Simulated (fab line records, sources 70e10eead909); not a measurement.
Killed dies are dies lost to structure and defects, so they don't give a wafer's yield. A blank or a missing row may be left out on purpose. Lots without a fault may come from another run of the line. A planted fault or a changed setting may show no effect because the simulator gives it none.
Which tool did it? | flow nand_harc | 11 lots, 33 wafers sampled, at 3 steps of a route of 1159

WHAT THE GAUGES READ, wafer by wafer
NHARC_A_M0_INSPECT_11. Usual: raw_defect_count 30, standard deviation 11.
lot  | measured     | on                | raw_defect_count | flag
L361 | day 17 21:32 | defect_inspect-02 | 9 10 16          |
L365 | day 18 04:01 | defect_inspect-01 | 26 22 25         |
L364 | day 18 23:22 | defect_inspect-01 | 19 33 20         |
L368 | day 19 13:49 | defect_inspect-02 | 22 34 24         |
L374 | day 20 15:11 | defect_inspect-01 | 27 32 21         |
L376 | day 22 00:56 | defect_inspect-01 | 62 63 50         |
L379 | day 22 01:32 | defect_inspect-02 | 17 16 25         |
L378 | day 22 01:58 | defect_inspect-02 | 35 26 34         |
L380 | day 23 03:54 | defect_inspect-01 | 32 36 37         |
L381 | day 23 14:25 | defect_inspect-01 | 19 18 15         |
L382 | day 23 14:32 | defect_inspect-01 | 20 22 34         |

WHICH TOOL RAN EACH LOT (tool, then ch and the chambers of the sampled wafers, then the start)
lot  | NHARC_A_BLC_ETCH_16                | NHARC_A_M0_SOFTBAKE_04
L361 | rie_diel-01 ch 1,2,3, day 17 15:55 | litho_track-04 ch 0, day 17 20:00
L365 | rie_diel-01 ch 0,2, day 17 22:03   | litho_track-01 ch 0, day 18 03:00
L364 | rie_diel-01 ch 1,3, day 18 19:30   | litho_track-06 ch 0, day 18 22:00
L368 | rie_diel-11 ch 0,1,2, day 19 04:08 | litho_track-06 ch 0, day 19 13:00
L374 | rie_diel-01 ch 2,3, day 20 11:07   | litho_track-04 ch 0, day 20 14:00
L376 | rie_diel-11 ch 1,2,3, day 21 15:18 | litho_track-06 ch 0, day 22 00:00
L379 | rie_diel-12 ch 1,2,3, day 21 16:02 | litho_track-06 ch 0, day 22 00:00
L378 | rie_diel-12 ch 0,2,3, day 21 17:11 | litho_track-04 ch 0, day 22 01:00
L380 | rie_diel-01 ch 0,1, day 22 19:55   | litho_track-04 ch 0, day 23 03:00
L381 | rie_diel-11 ch 0,2,3, day 23 09:44 | litho_track-04 ch 0, day 23 13:00
L382 | rie_diel-01 ch 1,2, day 23 10:29   | litho_track-06 ch 0, day 23 14:00
- NHARC_A_BLC_ETCH_16: etches the open film in CF4, target depth 39 nm, time 65 s.
- NHARC_A_M0_SOFTBAKE_04: time 55 s.

WHAT THE TOOLS THEMSELVES READ (means of the sampled wafers that have a number; where no wafer has one, the mark that the record gives instead)
NHARC_A_BLC_ETCH_16. Usual: cf4_flow_sccm 150.0 sccm, standard deviation 0.43; chamber_pressure_mTorr 50.00 mTorr, standard deviation 0.047; drypump_motor_current_A 5.6 A, standard deviation 0.46; oes_product_au 0.996 a.u., standard deviation 0.01; rf_vpp_V 151.2 V, standard deviation 1.2; showerhead_plenum_p_Torr 1.76 Torr, standard deviation 0.058; throttle_valve_pct 13.284 %, standard deviation 0.0088.
lot  | tool        | cf4_flow_sccm (sccm) | chamber_pressure_mTorr (mTorr) | drypump_motor_current_A (A) | oes_product_au (a.u.) | rf_vpp_V (V) | showerhead_plenum_p_Torr (Torr) | throttle_valve_pct (%) | flag
L361 | rie_diel-01 | 149.9                | 50.03                          | 5.3                         | 0.996                 | 151.4        | 1.76                            | 13.279                 |
L365 | rie_diel-01 | 150.2                | 50.01                          | 5.5                         | 1.000                 | 151.1        | 1.78                            | 13.281                 |
L364 | rie_diel-01 | 150.2                | 50.03                          | 5.2                         | 0.984                 | 151.6        | 1.77                            | 13.283                 |
L368 | rie_diel-11 | 149.9                | 50.03                          | 5.7                         | 0.998                 | 150.6        | 1.76                            | 13.280                 |
L374 | rie_diel-01 | 150.5                | 49.94                          | 5.4                         | 1.000                 | 151.8        | 1.79                            | 13.291                 |
L376 | rie_diel-11 | 149.7                | 50.03                          | 5.7                         | 0.988                 | 150.6        | 1.76                            | 13.287                 |
L379 | rie_diel-12 | 150.3                | 50.02                          | 5.6                         | 0.987                 | 151.4        | 1.80                            | 13.297                 |
L378 | rie_diel-12 | 150.2                | 49.98                          | 5.4                         | 1.006                 | 151.7        | 1.80                            | 13.283                 |
L380 | rie_diel-01 | 149.6                | 49.97                          | 5.4                         | 1.009                 | 150.3        | 1.75                            | 13.281                 |
L381 | rie_diel-11 | 150.1                | 50.01                          | 6.1                         | 0.996                 | 150.3        | 1.70                            | 13.288                 |
L382 | rie_diel-01 | 149.9                | 49.97                          | 5.2                         | 0.999                 | 150.8        | 1.73                            | 13.292                 |

NHARC_A_M0_SOFTBAKE_04. Usual: heater_power_total_W 188.46 W, standard deviation 0.15; resist_line_temp_C 23.00 C, standard deviation 0.097.
lot  | tool           | heater_power_total_W (W) | resist_line_temp_C (C) | flag
L361 | litho_track-04 | 188.46                   | 23.00                  |
L365 | litho_track-01 | 188.54                   | 22.96                  |
L364 | litho_track-06 | 195.75                   | 23.06                  | OFF
L368 | litho_track-06 | 195.86                   | 23.00                  | OFF
L374 | litho_track-04 | 188.33                   | 23.09                  |
L376 | litho_track-06 | 188.43                   | 22.96                  |
L379 | litho_track-06 | 188.43                   | 22.84                  |
L378 | litho_track-04 | 188.35                   | 23.06                  |
L380 | litho_track-04 | 188.54                   | 22.96                  |
L381 | litho_track-04 | 188.51                   | 22.99                  |
L382 | litho_track-06 | 188.52                   | 23.09                  |

THE ANSWER, worked out from the rows above alone
Rule: a lot is off if the mean of its wafers that have a number lies more than 3 standard deviations from the usual mean. A lot without any number at a reading at which 4 lots or more have one is off too. The other lots that the step has rows for count as sound. The gauges are gone through in route order, then the tools' own readings, and for those a lot's mean is taken as printed above. The first step at which some lot is off is used, and at that step the reading that is off furthest; a lot without a number counts as furthest.
Off: L364, L368, at NHARC_A_M0_SOFTBAKE_04 (heater_power_total_W).
A tool fits if, at that step or a process step before it, it ran every lot that is off, and no sound lot after the first of them. None of those tried fits.

WHAT THE SIMULATOR HAD PUT IN
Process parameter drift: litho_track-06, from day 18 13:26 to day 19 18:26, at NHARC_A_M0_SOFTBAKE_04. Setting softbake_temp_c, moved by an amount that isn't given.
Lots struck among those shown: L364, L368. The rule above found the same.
